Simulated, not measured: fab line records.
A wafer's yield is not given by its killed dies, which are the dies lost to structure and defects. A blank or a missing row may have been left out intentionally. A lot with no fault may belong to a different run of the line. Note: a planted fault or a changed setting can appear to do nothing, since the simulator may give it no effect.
fab line records | flow n5Finfet
record: lots: 4 | wafers: 12 | lastDay: 15
route steps=1938 shown BEOL_M7@1317 BEOL_M8@1332 PASSIVATION@1936
lots that met no fault: taken from a fault-free run of the same line
startH: hours from the record's opening day to when the first of the lot's shown wafers began | waitH: hours elapsed since this lot's preceding step | " the same as in the row above | L1.1+2: several wafers, shown together as one row | - no value, or no start was given | * or withheld: withheld | < > ~ a bound
route shown NAME@n: names a module that has steps shown in the file, with the first one's number in the route | usual: mean/standard deviation taken from wafers without a fault | same: alike in all rows | chamber/n: place in a boat | sites: readings site by site | _std_site: the values' standard deviation | _edge_site: mean of outer sites minus mean of inner sites | radiusMm: for every site, how far away it sits from the centre of the wafer | mask NAME#n: copy n | behind: the tool/chamber that last shaped the wafer | hold: cause of the lot's hold/its duration in hours/its outcome | device: names the non-switching transistor (n, p or np) | end of line: the same wafers' tests at the end of the route | a step without rows: its recipe alone | killed: dies that structure and defects cost at the first sort, which is not the same as the wafer's yield | map: the dies of a wafer, with x for killed, . for not killed, _ for no die there
set.NAME: setting as actually run; set.NAME@STEP: the setting as run at that earlier step | model.NAME: the simulator's own value behind a step, which no gauge read
lots seen at some steps along the route; tables by step, rows by wafer
services: when a tool's chamber went out of use (startH, in hours from the record's first day, below 0 if earlier), for how many hours, and the reason
== steps ==
step: N5_BEOL_M7_CURE_75
recipe: tempC: 370 | timeS: 120 | ambient: DMADMS/He | material: SiCOH_lowk
step: N5_BEOL_M7_DEGAS_44
recipe: ambient: vacuum | tempC: 250 | timeS: 60
step: N5_BEOL_M7_PRE_CLEAN_45
recipe: gas: H2/He | timeS: 30 | tempC: 250
step: N5_BEOL_M7_ALD_77
recipe: material: TaN | targetThkA: 20 | tempC: 275 | aldPrecursorFamily: PDMAT | aldCoReactant: NH3 | pressureTorr: 3 | carrierFlowSccm: 1500 | pulseTimeS: 2 | purgeTimeS: 3 | coReactantPurgeTimeS: 2 | coReactantPulseTimeS: 3 | aldCycles: 40 | precursorVesselTempC: 75 | precursorVesselPressureTorr: 26.25 | precursorVesselCarrierSccm: 1000
step: N5_BEOL_M7_SURFACE_TREAT_79
recipe: gas: Ar | timeS: * | ionEnergyEv: * | ionCurrentMaCm2: 0.5 | pressureMtorr: * | arFlowSccm: 30
step: N5_BEOL_M7_CVD_78
recipe: material: Co | targetThkA: 20 | tempC: withheld | precursor: CCTBA/H2 | pressureTorr: 30 | timeS: 142.3
step: N5_BEOL_M7_SPUTTER_48
recipe: material: Cu | targetThkA: 100 | tempC: -20 | biasV: 60 | powerW: 26000 | chamberPressurePa: 0.13 | timeS: 1.667
step: N5_BEOL_M7_ECD_50
recipe: material: Cu | targetThkA: 3000
step: N5_BEOL_M7_ANNEAL_51
recipe: tempC: 225 | timeS: 90 | ambient: N2
step: N5_BEOL_M7_CMP_52
recipe: stopOn: SiCOH_lowk | tOverpolishS: 6.9 | downForcePsi: 1 | platenRpm: 50 | clearingPlatenDownForcePsi: 1.5 | clearingPlatenRpm: 50 | postCmpClean: cuAlkaline | targetThkNm: 80 | clearingPlatenPadVelocityMS: 0.99484 | padVelocityMS: 0.99484
step: N5_BEOL_M7_PRE_CLEAN_55
recipe: gas: NH3 | timeS: 15 | tempC: withheld | rfPowerW: 300
step: N5_BEOL_M7_DEP_56
recipe: material: SiCN | targetThkA: 100 | tempC: withheld | precursor: 3MS/NH3 | pressureTorr: 3 | rfW: 202 | timeS: 17.5
usual: showerheadPlenumPTorr: 3.669/0.013 | throttleValvePct: 9.0/0.49
lot.wafer | tool     | chamber | startH | waitH | showerheadPlenumPTorr | throttleValvePct | model.SiCN_of_BEOL_M7_DEP_56.thkNm
L818.1    | pecvd-01 | 1       | 236.77 | 0.0   | 3.673                 | 9.0              | 9.8
L818.4    | "        | 1       | "      | "     | 3.675                 | 8.5              | 10
L818.6    | "        | 0       | "      | "     | 3.647                 | 9.0              | 9.8
L822.3    | pecvd-04 | 0       | 269.82 | 0.0   | 3.684                 | 9.4              | 9.8
L822.4    | "        | 2       | "      | "     | 3.668                 | 8.9              | 10
L822.5    | "        | 1       | "      | "     | 3.677                 | 10.0             | 10.2
L823.1    | pecvd-04 | 1       | 280.62 | 0.0   | 3.678                 | 9.9              | 7.8
L823.2    | "        | 2       | "      | "     | 3.667                 | 9.1              | 7.4
L823.3    | "        | 0       | "      | "     | 3.683                 | 9.6              | 7.6
L824.2    | pecvd-04 | 0       | 298.71 | 0.0   | 3.689                 | 9.4              | 7.2
L824.4    | "        | 2       | "      | "     | 3.669                 | 8.5              | 7.6
L824.6    | "        | 2       | "      | "     | 3.665                 | 9.1              | 7.4
step: N5_BEOL_M8_ILD_DEP_00
recipe: material: SiCOH_lowk | targetThkA: 1797.5 | tempC: 300 | precursor: DEMS/porogen | pressureTorr: 5 | rfW: 500 | timeS: 33.4
step: N5_BEOL_M8_CURE_74
recipe: tempC: 385 | timeS: 240 | ambient: He/Ar | material: SiCOH_lowk
step: N5_BEOL_M8_PECVD_70
recipe: material: SiO2 | targetThkA: 200 | tempC: 400 | precursor: TEOS/O2 | pressureTorr: 5.5 | rfW: 450 | teosFlowSccm: 53.8 | gas: O2 | flowSccm: 3000 | timeS: 22.7
step: N5_BEOL_M8_HM_DEP_02
recipe: material: TiN | targetThkA: 200 | tempC: 25 | chamberPressurePa: 0.49996
step: N5_BEOL_M8_COAT_59
recipe: resist: SOC | tempC: 250 | timeS: 60 | spinRpm: 1500 | resistThkNm: 100
step: N5_BEOL_M8_COAT_60
recipe: resist: SiARC | tempC: 220 | timeS: 60 | spinRpm: 1500 | resistThkNm: 35
step: N5_BEOL_M8_COAT_05
recipe: resist: CAR-ArF | spinRpm: 1500 | resistThkNm: 90
step: N5_BEOL_M8_EBR_07
recipe: solvent: PGMEA | ebrWidthMm: 1.5
step: N5_BEOL_M8_SOFTBAKE_06
recipe: tempC: 110 | timeS: 60 | resist: CAR-ArF
step: N5_BEOL_M8_EXPOSE_08
recipe: maskId: M8 | na: 1.35 | sourceShape: dipole | sigmaInner: 0.817 | sigmaOuter: 0.97 | polarization: te | doseMj: 68.25
step: N5_BEOL_M8_PEB_09
recipe: pebTempC: withheld | pebTimeS: 60 | resist: CAR-ArF
step: N5_BEOL_M8_DEVELOP_10
recipe: developTimeS: 30 | developer: TMAH | resist: CAR-ArF | rinseLiquid: diw | dry: airSpin | devTempC: 23
step: N5_BEOL_M8_DESCUM_16
recipe: chemistry: O2 | timeS: 7.9 | sourcePowerW: 50 | biasPowerW: 20 | pressureMtorr: 20 | rfFrequencyHz: 2.712e+07 | tempC: 40 | resist: CAR-ArF | o2FlowSccm: 225
step: N5_BEOL_M8_ETCH_61
recipe: chemistry: CF4 | target: SiARC | targetDepthA: 455 | maskMaterial: CAR-ArF | timeS: 75.8 | ionEnergyEv: 80 | pressureMtorr: 40 | sourceW: 545 | biasW: 36 | Ar_flow_sccm: 100 | cf4FlowSccm: 100 | ends: cleared
step: N5_BEOL_M8_ETCH_62
recipe: chemistry: N2/H2 | target: SOC | targetDepthA: 1100 | overetchA: 220 | maskMaterial: SiARC | tempC: 40 | timeS: 165 | ionEnergyEv: 200 | pressureMtorr: 30 | sourceW: 840 | biasW: 150 | n2FlowSccm: 200 | h2FlowSccm: 200
step: N5_BEOL_M8_STRIP_68
recipe: chemistry: N2/H2 | tempC: 40 | n2FlowSccm: 200 | h2FlowSccm: 200 | rfFrequencyHz: 6e+07
step: N5_BEOL_M8_STRIP_67
recipe: chemistry: CF4 | resist: SiARC | powerW: 300 | biasPowerW: 75 | pressureMtorr: 50 | cf4FlowSccm: 150 | rfFrequencyHz: 6e+07
step: N5_BEOL_M8_HM_OPEN_17
recipe: chemistry: Cl2/BCl3 | targetDepthA: 200 | overetchA: 60 | target: TiN | maskMaterial: SOC | ionEnergyEv: 150 | pressureMtorr: 10 | icpW: 1000 | biasW: 126 | Cl2_flow_sccm: 53.25 | bcl3FlowSccm: 21.75 | Ar_flow_sccm: 25
step: N5_BEOL_M8_STRIP_19
recipe: chemistry: O2 | powerW: 400 | tempC: 40 | pressureMtorr: 30 | rfFrequencyHz: 6e+07 | biasPowerW: 0 | overashFraction: 0.2 | o2FlowSccm: 225
step: N5_BEOL_M8_COAT_63
recipe: resist: SOC | tempC: 250 | timeS: 60 | spinRpm: 1500 | resistThkNm: 60
step: N5_BEOL_M8_COAT_64
recipe: resist: SiARC | tempC: 220 | timeS: 60 | spinRpm: 1500 | resistThkNm: 12
step: N5_BEOL_M8_COAT_71
recipe: resist: underlayer | tempC: 205 | timeS: 60 | spinRpm: 1500 | resistThkNm: 5
step: N5_PASSIVATION_PROBE_49
usual: killed_at_M0_to_M3: 33/11 | killed_at_M4_up: 13/5.2 | killedAtContacts: 11/5.7 | killedAtFrontEnd: 39/11 | killedAtOther: 4/3 | killedDies: 101/20 | killedOnRim: 13/4.1 | killedOpen: 66/15 | killedShort: 33/8.4
same: grossDies: 1180 | killedAtBackSide: 0
lot.wafer | tool      | chamber | startH | waitH | killed_at_M0_to_M3 | killed_at_M4_up | killedAtContacts | killedAtFrontEnd | killedAtOther | killedDies | killedOnRim | killedOpen | killedShort
L818.1    | prober-01 | -       | 315.61 | 0.0   | 53                 | 8               | 11               | 28               | 5             | 105        | 11          | 63         | 40
L818.4    | prober-01 | -       | 315.76 | 0.2   | 22                 | 9               | 19               | 21               | 2             | 73         | 13          | 53         | 20
L818.6    | prober-01 | -       | 315.86 | 0.3   | 45                 | 8               | 9                | 34               | 1             | 97         | 16          | 63         | 33
L822.3    | prober-01 | -       | 342.53 | 0.1   | 39                 | 16              | 19               | 58               | 5             | 137        | 16          | 98         | 38
L822.4    | prober-01 | -       | 342.58 | 0.2   | 29                 | 18              | 7                | 52               | 0             | 106        | 11          | 77         | 28
L822.5    | prober-01 | -       | 342.63 | 0.2   | 42                 | 28              | 12               | 72               | 3             | 157        | 20          | 104        | 53
L823.1    | prober-01 | -       | 364.11 | 0.0   | 46                 | 13              | 16               | 133              | 1             | 209        | 14          | 86         | 29
L823.2    | prober-01 | -       | 364.16 | 0.1   | 48                 | 15              | 9                | 100              | 5             | 177        | 30          | 81         | 35
L823.3    | prober-01 | -       | 364.21 | 0.1   | 40                 | 12              | 10               | 144              | 5             | 211        | 12          | 82         | 27
L824.2    | prober-02 | -       | 371.51 | 0.1   | 38                 | 3               | 5                | 145              | 0             | 191        | 15          | 58         | 34
L824.4    | prober-02 | -       | 371.61 | 0.2   | 41                 | 12              | 8                | 79               | 2             | 142        | 25          | 58         | 23
L824.6    | prober-02 | -       | 371.71 | 0.3   | 56                 | 7               | 6                | 94               | 1             | 164        | 24          | 71         | 31
killed by level:class
L818.1 BEOL_M0_SAQP:geometricParticle:short=12 BEOL_M2:geometricParticle:open=10 BEOL_M0_SAQP:geometricParticle:open=8 MOL_CONTACT_COAG:geometricParticle:open=8 BEOL_M1:geometricParticle:open=8 DUMMY_GATE:geometricParticle:open=7 GATE_CUT:geometricParticle:short=5 BEOL_M2:geometricParticle:short=4
L818.4 MOL_CONTACT_COAG:geometricParticle:open=17 FIN_SAQP:geometricParticle:open=5 DUMMY_GATE:geometricParticle:open=5 BEOL_M0_SAQP:geometricParticle:open=5 BEOL_M0_SAQP:geometricParticle:short=5 BEOL_M4:geometricParticle:short=5 BEOL_M1:geometricParticle:open=4 GATE_CUT:geometricParticle:open=3
L818.6 BEOL_M3:geometricParticle:open=12 BEOL_M2:geometricParticle:open=11 MOL_CONTACT_COAG:geometricParticle:open=8 FIN_SAQP:geometricParticle:short=6 BEOL_M0_SAQP:geometricParticle:open=6 BEOL_M1:geometricParticle:open=6 FIN_SAQP:geometricParticle:open=5 DUMMY_GATE:geometricParticle:open=5
L822.3 STI_FIN_REVEAL:geometricParticle:open=31 MOL_CONTACT_COAG:geometricParticle:open=14 BEOL_M3:geometricParticle:open=12 BEOL_M2:geometricParticle:open=9 STI_FIN_REVEAL:geometricParticle:short=8 BEOL_M4:geometricParticle:open=8 FIN_SAQP:geometricParticle:short=6 BEOL_M3:geometricParticle:short=6
L822.4 STI_FIN_REVEAL:geometricParticle:open=19 BEOL_M3:geometricParticle:open=10 FIN_SAQP:geometricParticle:open=9 BEOL_M0_SAQP:geometricParticle:open=9 FIN_SAQP:geometricParticle:short=8 BEOL_M0_SAQP:geometricParticle:short=7 MOL_CONTACT_COAG:geometricParticle:open=5 BEOL_M4:geometricParticle:open=5
L822.5 STI_FIN_REVEAL:geometricParticle:open=29 BEOL_M4:geometricParticle:open=16 BEOL_M0_SAQP:geometricParticle:short=11 BEOL_M1:geometricParticle:open=11 GATE_CUT:geometricParticle:short=10 FIN_SAQP:geometricParticle:open=9 MOL_CONTACT_COAG:geometricParticle:open=9 FIN_SAQP:geometricParticle:short=8
L823.1 GATE_CUT:unspecified=92 STI_FIN_REVEAL:geometricParticle:open=15 MOL_CONTACT_COAG:geometricParticle:open=13 BEOL_M3:geometricParticle:open=10 BEOL_M0_SAQP:geometricParticle:open=8 BEOL_M2:geometricParticle:open=8 FIN_SAQP:geometricParticle:open=7 BEOL_M0_SAQP:geometricParticle:short=6
L823.2 GATE_CUT:unspecified=61 STI_FIN_REVEAL:geometricParticle:open=14 MOL_CONTACT_COAG:geometricParticle:open=9 BEOL_M1:geometricParticle:open=9 BEOL_M2:geometricParticle:open=9 BEOL_M4:geometricParticle:open=8 BEOL_M0_SAQP:geometricParticle:short=7 BEOL_M3:geometricParticle:open=7
L823.3 GATE_CUT:unspecified=102 STI_FIN_REVEAL:geometricParticle:open=12 BEOL_M3:geometricParticle:open=10 MOL_CONTACT_COAG:geometricParticle:open=8 BEOL_M2:geometricParticle:open=8 FIN_SAQP:geometricParticle:open=6 DUMMY_GATE:geometricParticle:open=6 BEOL_M1:geometricParticle:open=6
L824.2 GATE_CUT:unspecified=98 BEOL_M2:geometricParticle:open=13 FIN_SAQP:geometricParticle:short=11 BEOL_M3:geometricParticle:open=8 FIN_SAQP:geometricParticle:open=7 STI_FIN_REVEAL:geometricParticle:open=7 MOL_CONTACT_COAG:geometricParticle:open=5 BEOL_M0_SAQP:geometricParticle:short=5
L824.4 GATE_CUT:unspecified=59 BEOL_M3:geometricParticle:open=13 MOL_CONTACT_COAG:geometricParticle:open=7 BEOL_M1:geometricParticle:open=7 STI_FIN_REVEAL:geometricParticle:open=6 GATE_CUT:geometricParticle:short=6 BEOL_M0_SAQP:geometricParticle:short=6 BEOL_M4:geometricParticle:open=6
L824.6 GATE_CUT:unspecified=61 STI_FIN_REVEAL:geometricParticle:open=15 BEOL_M2:geometricParticle:open=15 BEOL_M3:geometricParticle:open=14 BEOL_M0_SAQP:geometricParticle:open=10 BEOL_M0_SAQP:geometricParticle:short=6 STI_FIN_REVEAL:geometricParticle:short=3 DUMMY_GATE:geometricParticle:short=3
map L823.3 (x killed, . not)
_________________............________________
______________x..........x......_____________
___________.......x................__________
__________.......x........xx........_________
________.........x.......x........x..._______
_______......x...x.xx..........xx.x....______
______.....x...........x..x.xxx...x....._____
_____x..........................x...x..x.____
____...x.........x..........x.x...........___
___.........x..x....xx...x............xxx..__
___.x..x.xxx....x.........x.x...........x..__
__..xxxxxxxx...x........x..................._
__..xxxxxxx.xx.x.......................x...._
_x.xxxxxxxxxxxxx....x....x....x..............
_..xxxxxxxxxxxxx.....................x..x...x
_.xxxxxxxxxxxxx..x...x.......................
_.xxxxxxxxx.x.xx..xx...................x.....
_....xxxxxxxxx...........x........x....x.....
_x.xx.xxxx..x.x..............................
_...x.xxxx......x.....x......x.......x.......
_....xxxxx.xxx....................x....x.....
__.......x.x..........x......x..x.x........._
__......x....x................xx.....x.x...._
___..........x..........x..................__
___..........................x.............__
____.x.....x.x........................x...___
_____....x......x...............x......x.____
______.............x..............x....._____
_______.x.......x.......x..xxx.......x.______
________.......................x......_______
__________....................xx..x._________
___________..............x.........__________
______________...x........x....._____________
_________________............________________
map L824.2 (x killed, . not)
_________________..x.........________________
______________................x._____________
___________.........x..........x...__________
__________.........................._________
________...x..............x.........x._______
_______..................x.............______
______x.........x...x......x......x....._____
_____x....x........................x..x..____
____.xx.......x..x...................x....___
___............x......x.........x..........__
___....xxxxxx..x...........x...x....x.x...x__
__.....xxxxxx..................xx..........._
__..x.xxxxxx.xx.................xx.........._
_..xxxxxxxxxxx..x....x..........x............
_..xxxxxxxxxxxx.......x......................
_.xxxxxxxxxxx.xx.x..x.....................x..
_..xxxxxxxxxxxxx.............................
_...xxxxxxxxxxxxx............................
_...xx.xxxxxxxx....x...............x..x...xx.
_..x...xxxxx.x..................x..........x.
_...xxx.x.xx.....x...........................
__x..x..........x...x..x..x...........x....._
__.......x................x............x...x_
___...x........x...........................__
___x....................x..........x.......__
____.............xx.x.....................___
_____..............................x.....____
______..........x.......x.x.........x.x._____
_______...........x.................x..______
________.............................._______
__________................x......x.._________
___________.....x.........x..x.....__________
______________x...............x._____________
_________________......x.....________________
== services ==
tool     | chamber | startH | hours | kind
pecvd-04 | 1       | 225.77 | 26.1  | repair
pecvd-01 | -       | 262.33 | 14.6  | pm
pecvd-04 | 1       | 296.97 | 5.5   | scheduledDown
== key ==
firstSign none at tools or gauges
modelEffect: step: N5_BEOL_M7_DEP_56 | value: SiCN_of_BEOL_M7_DEP_56.thkNm | without: 10.07 | struck: 7.5
metAt N5_BEOL_M7_DEP_56
struckWafers L823.1,L823.2,L823.3,L824.2,L824.4,L824.6
testerLeftOut L823,L824
onsetBetween 269.82 280.62
alsoFits time
earlierFault: kind: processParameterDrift | tool: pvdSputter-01 | chamber: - | onsetH: 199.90 | steps: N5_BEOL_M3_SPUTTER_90 | channel: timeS | offset: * | shape: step | actsIn: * | stated: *
earlierFault: kind: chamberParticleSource | tool: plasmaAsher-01 | chamber: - | onsetH: 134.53 | steps: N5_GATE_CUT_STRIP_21 | ratePerVisitCm2: 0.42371
fault: kind: processParameterDrift | tool: pecvd-04 | chamber: - | onsetH: 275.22 | steps: N5_BEOL_M7_DEP_56 | channel: timeS | offset: * | shape: step | actsIn: * | stated: *
testerLeftOut: of these lots the tester's yield and bins aren't shown, on N5 and GAA mostly nor the transistor test; their killed dies are dies lost to structure and defects alone, not to doping, threshold or leakage, so they don't give the yield
